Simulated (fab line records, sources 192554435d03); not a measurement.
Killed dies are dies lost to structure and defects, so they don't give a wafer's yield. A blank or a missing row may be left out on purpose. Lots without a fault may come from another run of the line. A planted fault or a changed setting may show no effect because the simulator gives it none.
Which tool did it? | flow n5_finfet | 10 lots, 30 wafers sampled, at 4 steps of a route of 1938

WHAT THE GAUGES READ, wafer by wafer
N5_BEOL_M5_OVL_MEAS_12. Usual: M5_OVL -0.8 nm, standard deviation 0.77.
lot  | measured     | on         | M5_OVL (nm)    | flag
L252 | day 8 22:36  | overlay-02 | -1.0 -0.8 -0.7 |
L253 | day 9 14:41  | overlay-02 | 0.3 -0.3 -0.8  |
L256 | day 9 14:57  | overlay-01 | 0.2 -0.5 0.4   |
L257 | day 10 10:32 | overlay-02 | -1.8 -0.4 -0.5 |
L262 | day 11 12:47 | overlay-02 | -1.4 -1.9 -0.7 |
L263 | day 11 21:29 | overlay-02 | -2.2 -1.4 -1.5 |
L266 | day 12 17:41 | overlay-02 | -0.2 -0.3 -0.3 |
L269 | day 13 02:16 | overlay-02 | -0.6 -0.5 -0.4 |
L270 | day 13 13:02 | overlay-01 | -2.1 -0.2 -1.0 |
L273 | day 14 06:07 | overlay-01 | 0.0 0.5 -0.6   |

N5_BEOL_M5_OCD_MEAS_38. Usual: trench_depth_nm 71.2 nm, standard deviation 1.3.
lot  | measured     | on     | trench_depth_nm (nm) | flag
L252 | day 9 00:37  | ocd-02 | 70.7 72.1 71.5       |
L253 | day 9 17:54  | ocd-02 | 70.0 70.5 70.5       |
L256 | day 9 17:07  | ocd-01 | 72.0 74.2 71.5       |
L257 | day 10 13:08 | ocd-01 | 70.6 76.9 72.0       |
L262 | day 11 16:59 | ocd-02 | 70.9 72.6 71.9       |
L263 | day 12 02:10 | ocd-02 | 70.9 72.0 76.5       |
L266 | day 12 20:40 | ocd-01 | 72.0 72.0 72.2       |
L269 | day 13 04:21 | ocd-01 | 73.6 70.1 74.0       |
L270 | day 13 14:34 | ocd-01 | 72.1 69.0 71.2       |
L273 | day 14 08:19 | ocd-02 | 69.0 72.5 69.7       |

WHICH TOOL RAN EACH LOT (tool, then ch and the chambers of the sampled wafers, then the start)
lot  | N5_BEOL_M5_VIA_ETCH_34             | N5_BEOL_M5_TRENCH_ETCH_37
L252 | rie_diel-06 ch 1,3, day 9 00:23    | rie_diel-06 ch 1,3, day 9 00:28
L253 | rie_diel-05 ch 1,2, day 9 17:40    | rie_diel-05 ch 1,2, day 9 17:44
L256 | rie_diel-01 ch 0,1, day 9 16:52    | rie_diel-01 ch 0,1, day 9 16:58
L257 | rie_diel-01 ch 0,1,3, day 10 12:53 | rie_diel-01 ch 0,1,3, day 10 12:59
L262 | rie_diel-06 ch 0,1,3, day 11 16:45 | rie_diel-06 ch 0,1,3, day 11 16:50
L263 | rie_diel-01 ch 0,1,2, day 12 01:56 | rie_diel-01 ch 0,1,2, day 12 02:01
L266 | rie_diel-06 ch 0,1, day 12 20:25   | rie_diel-06 ch 0,1, day 12 20:31
L269 | rie_diel-05 ch 2,3, day 13 04:07   | rie_diel-05 ch 2,3, day 13 04:11
L270 | rie_diel-06 ch 0,2,3, day 13 14:20 | rie_diel-06 ch 0,2,3, day 13 14:25
L273 | rie_diel-05 ch 1,3, day 14 08:04   | rie_diel-05 ch 1,3, day 14 08:09
- N5_BEOL_M5_VIA_ETCH_34: etches SiCOH lowk in C4F6/O2, target depth 88.3 nm, time 39.2 s.
- N5_BEOL_M5_TRENCH_ETCH_37: etches SiCOH lowk in C4F6/O2, target depth 71.652 nm, time 24.7 s.

WHAT THE TOOLS THEMSELVES READ (means of the sampled wafers that have a number; where no wafer has one, the mark that the record gives instead)
N5_BEOL_M5_VIA_ETCH_34. Usual: bias_w 184.9 W, standard deviation 0.53; chamber_pressure_mTorr 30.003 mTorr, standard deviation 0.028; drypump_motor_current_A 5.9 A, standard deviation 0.37; oes_ar_750_au 0.76 a.u., standard deviation 0.068; oes_product_au 0.76 a.u., standard deviation 0.074; rf_vpp_V 667 V, standard deviation 11; showerhead_plenum_p_Torr 2.88 Torr, standard deviation 0.1; throttle_valve_pct 20.90 %, standard deviation 0.2.
lot  | tool        | bias_w (W) | chamber_pressure_mTorr (mTorr) | drypump_motor_current_A (A) | oes_ar_750_au (a.u.) | oes_product_au (a.u.) | rf_vpp_V (V) | showerhead_plenum_p_Torr (Torr) | throttle_valve_pct (%) | flag
L252 | rie_diel-06 | 185.2      | 30.009                         | 6.2                         | 0.81                 | 0.81                  | 663          | 2.89                            | 20.91                  |
L253 | rie_diel-05 | 185.5      | 29.987                         | 5.9                         | 0.69                 | 0.68                  | 666          | 2.77                            | 20.76                  |
L256 | rie_diel-01 | 184.6      | 30.017                         | 5.8                         | 0.80                 | 0.80                  | 670          | 2.99                            | 20.83                  |
L257 | rie_diel-01 | 185.0      | 29.998                         | 5.8                         | 0.76                 | 0.76                  | 668          | 2.97                            | 20.78                  |
L262 | rie_diel-06 | 185.2      | 29.991                         | 5.7                         | 0.84                 | 0.85                  | 664          | 2.94                            | 20.99                  |
L263 | rie_diel-01 | 185.2      | 30.024                         | 6.1                         | 0.76                 | 0.76                  | 665          | 2.89                            | 20.77                  |
L266 | rie_diel-06 | 184.6      | 29.999                         | 5.5                         | 0.84                 | 0.85                  | 667          | 2.94                            | 21.01                  |
L269 | rie_diel-05 | 185.2      | 30.004                         | 5.7                         | 0.84                 | 0.84                  | 677          | 2.91                            | 20.84                  |
L270 | rie_diel-06 | 185.3      | 29.988                         | 5.8                         | 0.78                 | 0.78                  | 665          | 2.90                            | 20.96                  |
L273 | rie_diel-05 | 184.5      | 29.987                         | 5.9                         | 0.79                 | 0.77                  | 665          | 2.97                            | 20.90                  |

N5_BEOL_M5_TRENCH_ETCH_37. Usual: bias_w 185.0 W, standard deviation 0.56; chamber_pressure_mTorr 30.002 mTorr, standard deviation 0.027; drypump_motor_current_A 5.9 A, standard deviation 0.37; oes_ar_750_au 0.76 a.u., standard deviation 0.068; oes_product_au 0.76 a.u., standard deviation 0.075; rf_vpp_V 668 V, standard deviation 11; showerhead_plenum_p_Torr 2.88 Torr, standard deviation 0.1; throttle_valve_pct 20.94 %, standard deviation 0.2.
lot  | tool        | bias_w (W) | chamber_pressure_mTorr (mTorr) | drypump_motor_current_A (A) | oes_ar_750_au (a.u.) | oes_product_au (a.u.) | rf_vpp_V (V) | showerhead_plenum_p_Torr (Torr) | throttle_valve_pct (%) | flag
L252 | rie_diel-06 | 184.7      | 30.022                         | 6.2                         | 0.81                 | 0.81                  | 663          | 2.89                            | 20.95                  |
L253 | rie_diel-05 | 185.0      | 30.038                         | 5.9                         | 0.69                 | 0.68                  | 667          | 2.77                            | 20.79                  |
L256 | rie_diel-01 | 185.3      | 30.015                         | 5.8                         | 0.80                 | 0.80                  | 669          | 2.99                            | 20.88                  |
L257 | rie_diel-01 | 193.6      | 29.992                         | 5.8                         | 0.77                 | 0.77                  | 693          | 2.97                            | 20.83                  | OFF
L262 | rie_diel-06 | 185.0      | 30.010                         | 5.7                         | 0.84                 | 0.85                  | 665          | 2.94                            | 21.05                  |
L263 | rie_diel-01 | 193.0      | 29.998                         | 6.1                         | 0.76                 | 0.77                  | 690          | 2.89                            | 20.81                  | OFF
L266 | rie_diel-06 | 185.5      | 30.006                         | 5.5                         | 0.84                 | 0.85                  | 668          | 2.94                            | 21.05                  |
L269 | rie_diel-05 | 184.7      | 30.008                         | 5.7                         | 0.84                 | 0.85                  | 678          | 2.91                            | 20.89                  |
L270 | rie_diel-06 | 184.8      | 30.001                         | 5.8                         | 0.79                 | 0.79                  | 666          | 2.90                            | 21.01                  |
L273 | rie_diel-05 | 185.3      | 30.004                         | 5.9                         | 0.78                 | 0.77                  | 665          | 2.97                            | 20.94                  |

THE ANSWER, worked out from the rows above alone
Rule: a lot is off if the mean of its wafers that have a number lies more than 3 standard deviations from the usual mean. A lot without any number at a reading at which 4 lots or more have one is off too. The other lots that the step has rows for count as sound. The gauges are gone through in route order, then the tools' own readings, and for those a lot's mean is taken as printed above. The first step at which some lot is off is used, and at that step the reading that is off furthest; a lot without a number counts as furthest.
Off: L257, L263, at N5_BEOL_M5_TRENCH_ETCH_37 (bias_w).
A tool fits if, at that step or a process step before it, it ran every lot that is off, and no sound lot after the first of them. One fits: rie_diel-01 at N5_BEOL_M5_VIA_ETCH_34 and N5_BEOL_M5_TRENCH_ETCH_37. At N5_BEOL_M5_VIA_ETCH_34 its last sound lot is L256 (day 9 16:52), its first lot that is off L257 (day 10 12:53): a fault that began between those two fits.

WHAT THE SIMULATOR HAD PUT IN
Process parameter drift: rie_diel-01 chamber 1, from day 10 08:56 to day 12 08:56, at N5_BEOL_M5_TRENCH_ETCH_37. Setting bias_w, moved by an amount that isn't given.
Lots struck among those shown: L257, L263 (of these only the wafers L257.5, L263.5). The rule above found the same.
